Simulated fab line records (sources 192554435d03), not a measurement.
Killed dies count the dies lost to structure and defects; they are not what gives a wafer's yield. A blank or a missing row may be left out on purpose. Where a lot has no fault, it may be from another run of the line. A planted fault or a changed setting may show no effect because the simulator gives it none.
Chamber matching ; flow n5_finfet ; 3 sister chambers for N5_BEOL_M8_CVD_78 on cvd_co-01
The step deposits Co from CCTBA/H2, target thk 2 nm, time 142.3 s. 16 wafers are shown with their chamber, then 7 later ones without.

## WAFERS PAIRED WITH THEIR CHAMBERS
wafer;chamber;run_length_s (s)
L557.2;2;165.1
L557.4;1;166.2
L557.6;1;165.3
L558.1;2;165.0
L558.2;1;165.6
L558.4;1;165.8
L559.1;1;165.6
L559.2;0;165.7
L559.5;1;165.4
L560.4;2;165.0
L562.5;0;165.9
L574.1;2;165.0
L574.2;0;166.5
L574.4;0;166.4
L576.1;1;165.3
L576.5;1;165.2

SIGNATURES (means of the wafers above)
reading;chamber 0;chamber 1;chamber 2;scatter within a chamber
run_length_s;166.125;165.550;165.025;0.306
Rule: a wafer lies at a distance from a chamber equal to the root of the sum of squares, over the readings, of (its reading less the chamber's mean, divided by the reading's scatter). The wafer belongs to the nearest chamber; if the next one is less than 2 further off, it can't be placed. The scatter is the square root of a quotient: the sum, over the shown wafers, of each reading's squared deviation from its chamber's mean, divided by wafers minus chambers.

## WAFERS WITH NO CHAMBER GIVEN
wafer;run_length_s (s)
L576.6;165.8
L578.1;165.5
L578.4;165.1
L578.5;165.9
L579.1;165.4
L579.3;165.5
L579.5;165.7

## WHICH CHAMBER EACH ONE RAN IN
wafer;from the rows above;in truth
L576.6;can't be placed: 1 or 0 or 2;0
L578.1;can't be placed: 1 or 2 or 0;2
L578.4;can't be placed: 2 or 1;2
L578.5;can't be placed: 0 or 1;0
L579.1;can't be placed: 1 or 2 or 0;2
L579.3;can't be placed: 1 or 2 or 0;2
L579.5;can't be placed: 1 or 0 or 2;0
Placed correctly: 0 of 7. Cannot be placed on the basis of these rows: 7; the candidates contain the true chamber in 7. Wrongly placed: 0.
